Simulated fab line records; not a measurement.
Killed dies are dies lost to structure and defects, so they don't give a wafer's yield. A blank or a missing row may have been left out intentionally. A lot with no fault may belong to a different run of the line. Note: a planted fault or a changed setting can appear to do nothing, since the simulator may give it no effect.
fab line records ; flow nand-harc
record lots=6; wafers=18; last-day=32
route steps=1302 shown THIN_TSV@1287 END@1302
lots untouched by any fault: they come from a run of this same line in which no faults occurred
start-h: the number of hours between the record's first day and the start of the first shown wafer of the lot ; wait-h: how many hours have passed since the lot's step before this one ; " repeats the value in the row above ; L1.1+2: one row covering several wafers at once ; - no value, or no start given ; * or withheld: withheld ; < > ~ a bound
route shown NAME@n: a module of which the file shows steps, and the number in the route of the first ; usual: average and standard deviation across the fault-free wafers ; same: alike in all rows ; chamber/n: place in a boat ; sites: per-site readings ; _std_site: the values' standard deviation ; _edge_site: inner sites' mean taken away from outer sites' mean ; radius-mm: for every site, how far away it sits from the centre of the wafer ; mask NAME#n: copy n ; behind: the most recent tool/chamber to have shaped the wafer ; hold: the reason the lot was held/the length of the hold in hours/how it ended ; device: the n, p or np transistor that did not switch ; end of line: the same wafers' tests at the end of the route ; for a step that has no rows: nothing shown but its recipe ; killed: the dies lost at the first sort to structure and to defects; this is not the yield of the wafer ; map: per-die view of a wafer (x killed, . not killed, _ where there is no die)
set.NAME: the setting as run; set.NAME@STEP: as run at that earlier step ; model.NAME: the simulator's own value behind a step, which no gauge read
lots seen at some steps along the route; tables by step, rows by wafer
services: a tool's chamber out of use, with start hour (start-h, from the record's first day; less than 0 if before it), hours out, and reason
## steps
# step NHARC_THIN_TSV_EBR_29
# step NHARC_THIN_TSV_EXPOSE_30
# recipe na=0.55; dose-mj=11.47; mask-id=PAD
# step NHARC_THIN_TSV_PEB_31
# recipe peb-temp-c=118; peb-time-s=85
# step NHARC_THIN_TSV_DEVELOP_32
# recipe time-s=70
# step NHARC_THIN_TSV_CD_MEAS_33
# recipe target-cd-nm=5000; landing-energy-ev=500
# usual cd-nm=4999.0/1.9
# same landing-energy-ev=500
lot.wafer;tool;chamber;start-h;wait-h;cd-nm
L652.1;cd-sem-03;0;578.81;-;5000.6
L652.2;cd-sem-03;0;578.81;-;5000.5
L652.3;cd-sem-03;0;578.81;-;4999.4
L650.2;cd-sem-03;0;580.00;-;4997.9
L650.4;cd-sem-03;0;580.00;-;4998.2
L650.6;cd-sem-03;0;580.00;-;4996.7
L661.4;cd-sem-01;0;683.46;-;4999.0
L661.5;cd-sem-01;0;683.46;-;5002.0
L661.6;cd-sem-01;0;683.46;-;5000.9
L663.1;cd-sem-01;0;695.04;-;4997.8
L663.3;cd-sem-01;0;695.04;-;4997.3
L663.6;cd-sem-01;0;695.04;-;4997.9
L662.4;cd-sem-02;0;706.11;-;4997.5
L662.5;cd-sem-02;0;706.11;-;5000.0
L662.6;cd-sem-02;0;706.11;-;5000.5
L670.2;cd-sem-03;0;762.87;-;4997.3
L670.3;cd-sem-03;0;762.87;-;4998.3
L670.6;cd-sem-03;0;762.87;-;4997.3
# step NHARC_THIN_TSV_HARDBAKE_34
# recipe temp-c=125; time-s=80
# step NHARC_THIN_TSV_DESCUM_35
# recipe time-s=3; o2-flow-sccm=200; ar-flow-sccm=0; bias-power-w=0; chemistry=O2
# usual drypump-motor-current-A=6.1/0.47; oes-product-au=0.997/0.011; rf-vpp-V=57.9/0.9; showerhead-plenum-p-Torr=1.94/0.1; throttle-valve-pct=11.310/0.0093
lot.wafer;tool;chamber;start-h;wait-h;drypump-motor-current-A;oes-product-au;rf-hours-counter-h;rf-vpp-V;showerhead-plenum-p-Torr;throttle-valve-pct
L652.3;rie-diel-12;0;578.98;-;6.5;0.979;5.4;58.1;1.78;11.306
L652.2;rie-diel-12;1;578.98;-;6.6;1.004;5.0;57.2;2.00;11.313
L652.1;rie-diel-12;2;578.98;-;5.2;1.014;6.0;59.0;2.04;11.310
L650.2;rie-diel-02;0;580.18;-;6.6;0.984;0;57.1;1.89;11.325
L650.4;rie-diel-02;1;580.18;-;5.8;0.969;0;58.1;1.88;11.303
L650.6;rie-diel-02;3;580.18;-;6.1;0.989;-;58.5;1.83;11.310
L661.5;rie-diel-10;3;683.66;-;5.5;1.026;-;58.5;2.02;11.318
L661.4;rie-diel-10;0;683.66;-;6.4;1.012;-;57.3;1.99;11.313
L661.6;rie-diel-10;2;683.66;-;5.7;1.021;-;58.4;1.95;11.324
L663.3;rie-diel-12;0;695.20;-;6.4;1.004;2.9;56.9;1.78;11.319
L663.1;rie-diel-12;2;695.20;-;5.2;0.993;3.5;57.8;2.04;11.314
L663.6;rie-diel-12;0;695.20;-;6.5;1.000;-;57.0;1.78;11.310
L662.4;rie-diel-02;2;706.27;-;6.3;0.984;6.8;57.1;1.94;11.302
L662.6;rie-diel-02;2;706.27;-;6.3;0.989;-;57.6;1.94;11.311
L662.5;rie-diel-02;3;706.27;-;6.1;1.006;-;59.1;1.82;11.302
L670.2;rie-diel-02;2;763.03;-;6.3;1.013;0.6;57.6;1.94;11.307
L670.3;rie-diel-02;3;763.03;-;6.1;1.000;0.7;57.4;1.82;11.307
L670.6;rie-diel-02;3;763.03;-;6.1;1.009;-;57.8;1.82;11.295
# step NHARC_THIN_TSV_ETCH_59
# recipe target-depth-a=8800; icp-w=900; bias-w=100; Cl2_flow_sccm=60; bcl3-flow-sccm=30; time-s=138.1; chemistry=Cl2/BCl3
# usual drypump-motor-current-A=5.8/0.67; mfc-cl2-sccm=59.99/0.18; oes-product-au=1.000/0.011; rf-fwd-power-W=896/3.1; throttle-valve-pct=22.264/0.0086
lot.wafer;tool;chamber;start-h;wait-h;drypump-motor-current-A;mfc-cl2-sccm;oes-product-au;rf-fwd-power-W;rf-hours-counter-h;throttle-valve-pct
L652.1;rie-metal-03;0;579.09;0.1;6.7;59.97;1.004;899;0.8;22.246
L652.2;rie-metal-03;1;579.09;0.1;5.8;60.17;0.976;891;0.8;22.249
L652.3;rie-metal-03;1;579.09;0.1;5.7;60.06;0.995;893;-;22.258
L650.2;rie-metal-02;1;580.29;0.1;6.5;59.87;1.002;893;2.6;22.266
L650.4;rie-metal-02;0;580.29;0.1;5.5;60.05;1.004;897;-;22.262
L650.6;rie-metal-02;1;580.29;0.1;6.5;60.03;1.003;895;-;22.270
L661.4;rie-metal-03;0;683.83;0.1;6.7;60.09;1.013;898;-;22.263
L661.6;rie-metal-03;0;683.83;0.1;6.8;59.85;1.017;896;-;22.272
L661.5;rie-metal-03;1;683.83;0.1;5.8;59.67;0.999;891;-;22.270
L663.1;rie-metal-02;1;695.32;0.1;6.5;60.07;0.991;899;0.8;22.280
L663.3;rie-metal-02;0;695.32;0.1;5.5;60.03;1.000;899;-;22.266
L663.6;rie-metal-02;0;695.32;0.1;5.5;59.88;0.984;900;-;22.245
L662.4;rie-metal-01;1;706.50;0.2;5.4;59.90;0.996;900;-;22.269
L662.6;rie-metal-01;0;706.50;0.2;4.8;60.03;1.014;901;-;22.258
L662.5;rie-metal-01;1;706.50;0.2;5.4;59.87;0.989;895;-;22.276
L670.2;rie-metal-01;0;763.19;0.2;4.8;60.04;0.990;897;0.0;22.256
L670.3;rie-metal-01;1;763.19;0.2;5.4;60.24;1.004;899;-;22.272
L670.6;rie-metal-01;0;763.19;0.2;4.8;60.13;0.999;899;-;22.265
# step NHARC_THIN_TSV_ETCH_36
# recipe target-depth-a=650; over-etch-frac=0.3; time-s=18.571; ion-energy-ev=150; chemistry=Cl2/BCl3
# usual drypump-motor-current-A=5.8/0.66; oes-product-au=1.000/0.011
lot.wafer;tool;chamber;start-h;wait-h;drypump-motor-current-A;oes-product-au;rf-hours-counter-h
L652.1;rie-metal-03;1;579.35;0.2;5.7;1.000;1.0
L652.2;rie-metal-03;0;579.35;0.2;6.7;1.023;1.0
L652.3;rie-metal-03;0;579.35;0.2;6.7;1.017;-
L650.2;rie-metal-02;1;580.54;0.2;6.5;0.993;2.7
L650.4;rie-metal-02;1;580.54;0.2;6.5;1.000;-
L650.6;rie-metal-02;0;580.54;0.2;5.5;0.998;-
L661.4;rie-metal-03;0;684.04;0.2;6.7;1.014;-
L661.5;rie-metal-03;1;684.04;0.2;5.8;0.996;-
L661.6;rie-metal-03;0;684.04;0.2;6.7;1.017;-
L663.1;rie-metal-02;1;695.59;0.2;6.5;0.990;1.0
L663.3;rie-metal-02;0;695.59;0.2;5.5;0.990;-
L663.6;rie-metal-02;1;695.59;0.2;6.5;0.992;-
L662.4;rie-metal-01;1;706.67;0.1;5.4;1.007;-
L662.5;rie-metal-01;0;706.67;0.1;4.8;1.014;-
L662.6;rie-metal-01;1;706.67;0.1;5.4;0.986;-
L670.2;rie-metal-01;0;763.42;0.2;4.8;0.995;0.2
L670.3;rie-metal-01;0;763.42;0.2;4.8;1.006;-
L670.6;rie-metal-01;1;763.42;0.2;5.4;1.001;-
# step NHARC_THIN_TSV_STRIP_56
# recipe power-w=1500; temp-c=250; chemistry=O2
# usual drypump-motor-current-A=5.39/0.1; heater-power-w=354/21
lot.wafer;tool;chamber;start-h;wait-h;drypump-motor-current-A;heater-power-w;rf-hours-counter-h
L652.1;plasma-asher-02;1;579.46;0.1;5.52;360;28
L652.2;plasma-asher-02;0;579.46;0.1;5.44;378;28
L652.3;plasma-asher-02;0;579.46;0.1;5.42;380;-
L650.2;plasma-asher-01;0;580.64;0.1;5.35;375;10
L650.4;plasma-asher-01;1;580.64;0.1;5.21;314;-
L650.6;plasma-asher-01;0;580.64;0.1;5.35;374;-
L661.4;plasma-asher-01;0;684.21;0.2;5.33;362;-
L661.6;plasma-asher-01;0;684.21;0.2;5.36;375;-
L661.5;plasma-asher-01;1;684.21;0.2;5.22;303;-
L663.1;plasma-asher-01;1;695.68;0.1;5.19;310;33
L663.3;plasma-asher-01;1;695.68;0.1;5.21;314;-
L663.6;plasma-asher-01;0;695.68;0.1;5.36;359;-
L662.4;plasma-asher-01;0;706.89;0.2;5.36;359;-
L662.6;plasma-asher-01;1;706.89;0.2;5.19;321;-
L662.5;plasma-asher-01;0;706.89;0.2;5.34;349;-
L670.2;plasma-asher-01;0;763.51;0.1;5.38;363;11
L670.3;plasma-asher-01;1;763.51;0.1;5.19;320;-
L670.6;plasma-asher-01;1;763.51;0.1;5.19;325;-
# step NHARC_THIN_TSV_STRIP_57
# recipe time-s=1200; temp-c=72.5; chemistry=post-etch-residue-remover
# step NHARC_THIN_TSV_CD_MEAS_37
# usual cd-nm=4999.4/2.7
lot.wafer;tool;chamber;start-h;wait-h;cd-nm
L652.1;cd-sem-01;-;580.25;-;5004.3
L652.2;cd-sem-01;-;580.25;-;5003.4
L652.3;cd-sem-01;-;580.25;-;5002.2
L650.2;cd-sem-03;-;581.45;-;4999.8
L650.4;cd-sem-03;-;581.45;-;4998.9
L650.6;cd-sem-03;-;581.45;-;5000.1
L661.4;cd-sem-01;-;684.92;-;4997.8
L661.5;cd-sem-01;-;684.92;-;5003.3
L661.6;cd-sem-01;-;684.92;-;5000.4
L663.1;cd-sem-03;-;696.48;-;4997.0
L663.3;cd-sem-03;-;696.48;-;4997.7
L663.6;cd-sem-03;-;696.48;-;4997.5
L662.4;cd-sem-02;-;707.55;-;4996.2
L662.5;cd-sem-02;-;707.55;-;4998.9
L662.6;cd-sem-02;-;707.55;-;4999.5
L670.2;cd-sem-03;-;764.31;-;4995.0
L670.3;cd-sem-03;-;764.31;-;4996.7
L670.6;cd-sem-03;-;764.31;-;4998.0
# step NHARC_THIN_TSV_ANNEAL_58
# recipe temp-c=400; time-s=1800
# usual run-length-s=1832/8.2; spike-tc-bottom-C=425.1/1.4; spike-tc-centre-C=400.2/1.6; spike-tc-lower-C=399.0/1.1; zone-power-upper-pct=4.3/0.31
lot.wafer;tool;chamber;start-h;wait-h;run-length-s;spike-tc-bottom-C;spike-tc-centre-C;spike-tc-lower-C;zone-power-upper-pct
L650.2;furnace-06;-;586.71;5.3;-;-;-;-;-
L650.4;furnace-06;-;586.71;5.3;-;-;-;-;-
L650.6;furnace-06;-;586.71;5.3;-;-;-;-;-
L652.1;furnace-06;-;586.71;6.5;-;-;-;-;-
L652.2;furnace-06;-;586.71;6.5;-;-;-;-;-
L652.3;furnace-06;-;586.71;6.5;-;-;-;-;-
L661.4;furnace-06;0;688.06;3.1;1830;426.6;400.3;399.5;3.9
L661.5;furnace-06;0;688.06;3.1;1830;424.4;401.4;400.7;3.9
L661.6;furnace-06;0;688.06;3.1;1830;427.1;400.9;397.7;3.9
L663.1;furnace-02;0;701.96;5.5;1850;422.4;398.5;398.3;4.7
L663.3;furnace-02;0;701.96;5.5;1850;425.1;399.2;399.5;4.7
L663.6;furnace-02;0;701.96;5.5;1850;426.1;398.2;399.0;4.6
L662.4;furnace-02;0;710.61;3.1;1837;425.7;398.3;401.2;4.7
L662.5;furnace-02;0;710.61;3.1;1837;423.0;398.8;400.2;4.7
L662.6;furnace-02;0;710.61;3.1;1837;423.8;400.7;399.6;4.6
L670.2;furnace-05;0;767.51;3.2;1828;424.8;402.0;397.1;4.1
L670.3;furnace-05;0;767.51;3.2;1828;425.6;401.1;400.1;4.2
L670.6;furnace-05;0;767.51;3.2;1828;425.2;401.5;398.3;4.2
# step NHARC_THIN_TSV_INSPECT_40
# usual raw-defect-count=527/83
lot.wafer;tool;chamber;start-h;wait-h;raw-defect-count
L652.1;defect-inspect-02;-;588.15;0.4;705
L652.2;defect-inspect-02;-;588.15;0.4;660
L652.3;defect-inspect-02;-;588.15;0.4;851
L650.2;defect-inspect-01;-;588.16;0.4;520
L650.4;defect-inspect-01;-;588.16;0.4;497
L650.6;defect-inspect-01;-;588.16;0.4;622
L661.4;defect-inspect-02;-;689.51;0.4;492
L661.5;defect-inspect-02;-;689.51;0.4;457
L661.6;defect-inspect-02;-;689.51;0.4;456
L663.1;defect-inspect-01;-;703.41;0.4;507
L663.3;defect-inspect-01;-;703.41;0.4;522
L663.6;defect-inspect-01;-;703.41;0.4;599
L662.4;defect-inspect-01;-;712.06;0.4;445
L662.5;defect-inspect-01;-;712.06;0.4;392
L662.6;defect-inspect-01;-;712.06;0.4;528
L670.2;defect-inspect-02;-;768.96;0.4;613
L670.3;defect-inspect-02;-;768.96;0.4;462
L670.6;defect-inspect-02;-;768.96;0.4;427
# step NHARC_END_SORT_01
# recipe temp-c=25
# usual defect-limited-yield=90.9/2.6; killed-at-array=57/18; killed-at-other=0.9/1.3; killed-at-periphery=3.5/2.2; killed-dies=62/18; killed-open=3.0/1.7; killed-short=2.3/1.5
# same gross-dies=677
lot.wafer;tool;chamber;start-h;wait-h;defect-limited-yield[%];killed-at-array;killed-at-other;killed-at-periphery;killed-dies;killed-open;killed-short
L652.1;prober-01;0;591.19;2.5;88.0;80;0;1;81;0;4
L652.2;prober-01;0;591.99;2.8;88.8;74;0;2;76;3;3
L652.3;prober-01;0;592.80;3.1;86.7;83;1;6;90;8;2
L650.2;prober-02;0;592.01;2.8;88.5;75;3;0;78;4;1
L650.4;prober-02;0;593.60;3.4;89.1;68;1;5;74;3;3
L650.6;prober-02;0;595.19;4.0;89.1;69;0;5;74;2;2
L661.4;prober-01;0;694.96;3.4;92.2;46;1;6;53;2;6
L661.5;prober-01;0;695.75;3.7;91.7;50;1;5;56;5;0
L661.6;prober-01;0;696.55;4.0;92.0;52;0;2;54;5;0
L663.1;prober-02;0;706.46;2.5;90.4;62;0;3;65;1;5
L663.3;prober-02;0;708.09;3.1;89.1;67;1;6;74;4;3
L663.6;prober-02;0;710.54;4.1;90.7;58;1;4;63;5;5
L662.4;prober-02;0;717.58;3.4;91.4;52;4;2;58;3;3
L662.5;prober-02;0;718.38;3.7;91.9;52;1;2;55;2;3
L662.6;prober-02;0;719.19;4.0;92.8;47;0;2;49;1;1
L670.2;prober-01;0;772.78;2.8;91.1;50;6;4;60;4;5
L670.3;prober-01;0;773.59;3.1;92.6;39;7;4;50;4;1
L670.6;prober-01;0;776.02;4.1;93.8;38;3;1;42;1;2
# killed by level:class
L652.1 A_CHANNEL_HOLE_D2:chamber-film-flake=36 A_CHANNEL_HOLE_D1:chamber-film-flake=30 A_CONTACT:chamber-film-flake=4 A_CHANNEL_FILL_D2:chamber-film-flake=3 A_BONDPAD:chamber-film-flake=2 A_ONON_D2:geometric-particle:short=1 A_CHANNEL_FILL_D2:geometric-particle:short=1 A_SGD_CUT:geometric-particle:short=1
L652.2 A_CHANNEL_HOLE_D1:chamber-film-flake=33 A_CHANNEL_HOLE_D2:chamber-film-flake=29 A_CHANNEL_FILL_D2:chamber-film-flake=3 A_CHANNEL_FILL_D1:geometric-particle:short=2 A_M0:geometric-particle:open=2 P_GATE:chamber-film-flake=2 A_CONTACT:chamber-film-flake=2 A_ONON_D1:geometric-particle:open=1
L650.2 A_CHANNEL_HOLE_D1:chamber-film-flake=33 A_SLIT:chamber-film-flake=20 A_CHANNEL_HOLE_D2:chamber-film-flake=4 A_STAIRCASE:chamber-film-flake=4 A_BONDPAD:chamber-film-flake=4 A_CHANNEL_FILL_D2:chamber-film-flake=3 THIN_TSV:chamber-film-flake=3 A_CHANNEL_FILL_D1:geometric-particle:open=1
L652.3 A_CHANNEL_HOLE_D2:chamber-film-flake=35 A_CHANNEL_HOLE_D1:chamber-film-flake=25 A_CONTACT:chamber-film-flake=8 A_STAIRCASE:chamber-film-flake=3 A_ONON_D1:geometric-particle:open=2 A_M1:geometric-particle:open=2 P_STI:chamber-film-flake=2 A_CHANNEL_FILL_D2:chamber-film-flake=2
L650.4 A_CHANNEL_HOLE_D1:chamber-film-flake=29 A_SLIT:chamber-film-flake=16 A_CHANNEL_HOLE_D2:chamber-film-flake=6 A_STAIRCASE:chamber-film-flake=5 A_CONTACT:chamber-film-flake=3 A_CHANNEL_FILL_D2:chamber-film-flake=3 P_ZERO_WELL:chamber-film-flake=2 A_SGD_CUT:chamber-film-flake=2
L650.6 A_CHANNEL_HOLE_D1:chamber-film-flake=30 A_SLIT:chamber-film-flake=25 A_CHANNEL_HOLE_D2:chamber-film-flake=8 P_ZERO_WELL:chamber-film-flake=2 A_STAIRCASE:chamber-film-flake=2 P_M0:geometric-particle:short=1 P_M0:geometric-particle:open=1 A_CHANNEL_HOLE_D1:geometric-particle:open=1
L661.4 A_SLIT:chamber-film-flake=31 A_CHANNEL_HOLE_D1:chamber-film-flake=7 P_STI:chamber-film-flake=2 P_CONTACT:geometric-particle:short=1 P_M1:geometric-particle:short=1 P_M1:geometric-particle:open=1 A_ONON_D1:geometric-particle:open=1 A_ONON_D1:geometric-particle:short=1
L661.5 A_SLIT:chamber-film-flake=32 A_CHANNEL_HOLE_D1:chamber-film-flake=6 P_ZERO_WELL:chamber-film-flake=4 A_STAIRCASE:chamber-film-flake=3 A_M1:chamber-film-flake=2 P_M0:geometric-particle:open=1 A_ONON_D1:geometric-particle:open=1 A_CHANNEL_FILL_D1:geometric-particle:open=1
L661.6 A_SLIT:chamber-film-flake=35 A_CHANNEL_HOLE_D1:chamber-film-flake=6 A_DECK1_JOINT:chamber-film-flake=3 A_DECK1_JOINT:geometric-particle:open=2 A_ONON_D1:geometric-particle:open=1 A_CHANNEL_HOLE_D2:geometric-particle:open=1 A_SGD_CUT:geometric-particle:open=1 P_ZERO_WELL:chamber-film-flake=1
L663.1 A_SLIT:chamber-film-flake=24 A_CHANNEL_HOLE_D2:chamber-film-flake=13 A_CHANNEL_HOLE_D1:chamber-film-flake=9 A_STAIRCASE:chamber-film-flake=6 A_ONON_D2:geometric-particle:short=2 A_BLC:chamber-film-flake=2 A_SGD_CUT:chamber-film-flake=2 P_CONTACT:geometric-particle:short=1
L663.3 A_SLIT:chamber-film-flake=25 A_CHANNEL_HOLE_D2:chamber-film-flake=21 A_STAIRCASE:chamber-film-flake=5 P_GATE:chamber-film-flake=4 A_CHANNEL_FILL_D2:chamber-film-flake=4 A_DECK1_JOINT:chamber-film-flake=3 A_CHANNEL_HOLE_D1:chamber-film-flake=2 P_M0:geometric-particle:open=1
L663.6 A_SLIT:chamber-film-flake=24 A_CHANNEL_HOLE_D2:chamber-film-flake=9 A_CHANNEL_HOLE_D1:chamber-film-flake=6 A_DECK1_JOINT:chamber-film-flake=3 A_BLC:chamber-film-flake=3 A_ONON_D1:geometric-particle:short=2 A_STAIRCASE:chamber-film-flake=2 P_CONTACT:geometric-particle:short=1
L662.4 A_CHANNEL_HOLE_D1:chamber-film-flake=31 A_SGD_CUT:chamber-film-flake=5 A_SLIT:chamber-film-flake=4 A_DECK1_JOINT:chamber-film-flake=3 A_CONTACT:chamber-film-flake=3 THIN_TSV:chamber-film-flake=3 P_GATE:chamber-film-flake=2 A_SOURCE_PLATE:geometric-particle:open=1
L662.5 A_CHANNEL_HOLE_D1:chamber-film-flake=35 A_CONTACT:chamber-film-flake=3 A_SGD_CUT:chamber-film-flake=3 A_SLIT:chamber-film-flake=3 A_DECK1_JOINT:chamber-film-flake=2 A_STAIRCASE:chamber-film-flake=2 P_CONTACT:geometric-particle:open=1 A_DECK1_JOINT:geometric-particle:short=1
L662.6 A_CHANNEL_HOLE_D1:chamber-film-flake=35 A_SGD_CUT:chamber-film-flake=4 A_SLIT:chamber-film-flake=2 A_STAIRCASE:chamber-film-flake=2 P_M2:geometric-particle:short=1 A_ONON_D1:geometric-particle:open=1 P_M0:chamber-film-flake=1 A_DECK1_JOINT:chamber-film-flake=1
L670.2 A_CHANNEL_HOLE_D1:chamber-film-flake=27 THIN_TSV:chamber-film-flake=6 A_SLIT:chamber-film-flake=5 A_CONTACT:chamber-film-flake=5 P_GATE:geometric-particle:open=2 A_DECK1_JOINT:chamber-film-flake=2 A_CHANNEL_FILL_D2:chamber-film-flake=2 A_STAIRCASE:chamber-film-flake=2
L670.3 A_CHANNEL_HOLE_D1:chamber-film-flake=16 THIN_TSV:chamber-film-flake=7 A_SLIT:chamber-film-flake=5 P_GATE:chamber-film-flake=4 A_CHANNEL_FILL_D2:chamber-film-flake=4 A_STAIRCASE:chamber-film-flake=3 A_CONTACT:chamber-film-flake=2 A_CHANNEL_FILL_D1:geometric-particle:open=1
L670.6 A_CHANNEL_HOLE_D1:chamber-film-flake=20 A_SLIT:chamber-film-flake=6 A_CONTACT:chamber-film-flake=4 A_STAIRCASE:chamber-film-flake=3 THIN_TSV:chamber-film-flake=3 A_ONON_D2:geometric-particle:short=1 A_CHANNEL_FILL_D2:geometric-particle:open=1 A_WL_FILL:geometric-particle:short=1
## services
tool;chamber;start-h;hours;kind
furnace-02;-;567.68;26.0;pm
rie-diel-02;2;568.63;9.9;repair
rie-metal-02;0;569.52;6.1;repair
rie-diel-02;-;570.70;9.0;pm
rie-metal-01;-;575.00;9.0;pm
rie-diel-10;-;596.59;9.0;pm
rie-metal-01;-;598.81;1.5;repair
rie-diel-12;2;599.80;17.9;repair
rie-diel-02;2;610.96;14.5;repair
rie-diel-12;-;622.44;9.0;pm
plasma-asher-01;-;627.72;12.0;repair
rie-metal-02;-;631.00;9.0;pm
rie-diel-02;-;645.04;0.2;repair
furnace-06;-;656.66;26.0;pm
rie-diel-02;-;659.07;0.2;repair
rie-diel-12;1;673.73;1.6;repair
rie-metal-03;-;674.56;0.2;repair
rie-diel-12;1;692.43;2.5;repair
plasma-asher-01;-;696.00;9.0;pm
rie-metal-03;-;696.05;9.0;pm
furnace-06;-;701.83;1.0;repair
rie-diel-12;3;721.02;4.3;repair
rie-diel-02;-;747.70;9.0;pm
rie-metal-01;-;752.00;9.0;pm
## key
first-sign step=NHARC_THIN_TSV_ANNEAL_58; reading=tool-record; direction=missing
effect none on later readings
met-at NHARC_THIN_TSV_ANNEAL_58
struck-wafers L650.2,L650.4,L650.6,L652.1,L652.2,L652.3
fault kind=skipped-step-whole; tool=furnace-06; chamber=-; onset-h=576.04; steps=NHARC_THIN_TSV_ANNEAL_58; scope=struck-lots-only
